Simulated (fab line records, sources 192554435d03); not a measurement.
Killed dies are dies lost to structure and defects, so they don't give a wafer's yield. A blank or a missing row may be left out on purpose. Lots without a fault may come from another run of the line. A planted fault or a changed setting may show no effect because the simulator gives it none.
Problem report in the 8D (eight disciplines) form, filled by code | flow n5_finfet | the parts of the form that need people (team, actions taken, sign-off) are left out

1. THE PROBLEM
etch_rf_on_time_s at N5_FIN_CUT_ETCH_30 reads a mean of 12.7 s on 3 wafers of 3 lots; wafers without a fault read 10.4 s with a standard deviation of 0.43. That is +5.3 standard deviations from the usual mean.
The step: etches underlayer in N2/H2, target depth 13 nm, time 10.4 s.
First seen on wafer L550.6, day 3 14:49, on rie_diel-03. The record holds 33 wafers of 12 lots with a number at this step. Rule for "out", or "out of limits": more than 4 standard deviations from the usual mean. The other wafers with a number count as sound.

2. WHAT IT IS AND WHAT IT IS NOT
question                    | is                     | is not
which readings at this step | etch_rf_on_time_s      | drypump_motor_current_A, rf_vpp_V, showerhead_plenum_p_Torr, throttle_valve_pct
which lots                  | L550, L552, L555       | L544, L545, L560, L561, L562, L564, L565, L566, L567
which wafers of those lots  | L550.6, L552.2, L555.2 | L550.1, L552.4, L555.4
read on which tools         | rie_diel-03            | rie_diel-02, rie_diel-06
when                        | from day 3 14:49       | up to then (7 sound wafers); but 23 sound wafers of L552, L555, L560, L561, L562, L564, L565, L566, L567 came after

3. SUSPECTS, AND WHAT RULES EACH OUT
Counting: a tool at a process step up to the reading stays a suspect if it ran every lot that is out. Sound lots after the first of them don't rule it out here, since some wafers of a struck lot are sound.
- rie_diel-03 at N5_FIN_CUT_ETCH_30 (etches underlayer in N2/H2, target depth 13 nm, time 10.4 s): kept. It ran every lot that is out, first L550 (day 3 14:49); its last sound lot up to then is L545 (day 2 09:57). Its own readings are out on those wafers: etch_rf_on_time_s.
Left after counting: rie_diel-03 at N5_FIN_CUT_ETCH_30.

4. THE CAUSE (what the simulator had put in)
Process parameter drift: rie_diel-03, from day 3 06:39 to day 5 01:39, at N5_FIN_CUT_ETCH_30. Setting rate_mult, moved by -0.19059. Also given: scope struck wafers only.
Counting left only this tool.

5. THE CHAIN OF EFFECTS, in route order
Each row: a reading whose mean over the struck wafers that have a number lies more than 3 standard deviations from the usual. Only readings for which the record gives a usual standard deviation are gone through. hours: the time from each lot's start at the first step in this table that gives one to its start at this step, as a median over the lots. sigmas: the change in usual standard deviations.
hours | step               | reading           | usual  | on struck wafers | change | sigmas
0     | N5_FIN_CUT_ETCH_30 | etch_rf_on_time_s | 10.4 s | 12.7             | +2.3   | +5.3
The process steps in it:
- N5_FIN_CUT_ETCH_30: etches underlayer in N2/H2, target depth 13 nm, time 10.4 s.

6. WHAT WOULD HAVE CAUGHT IT SOONER
In this record the first reading out of limits was taken at day 3 14:49, 8 hours after the fault began at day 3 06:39.
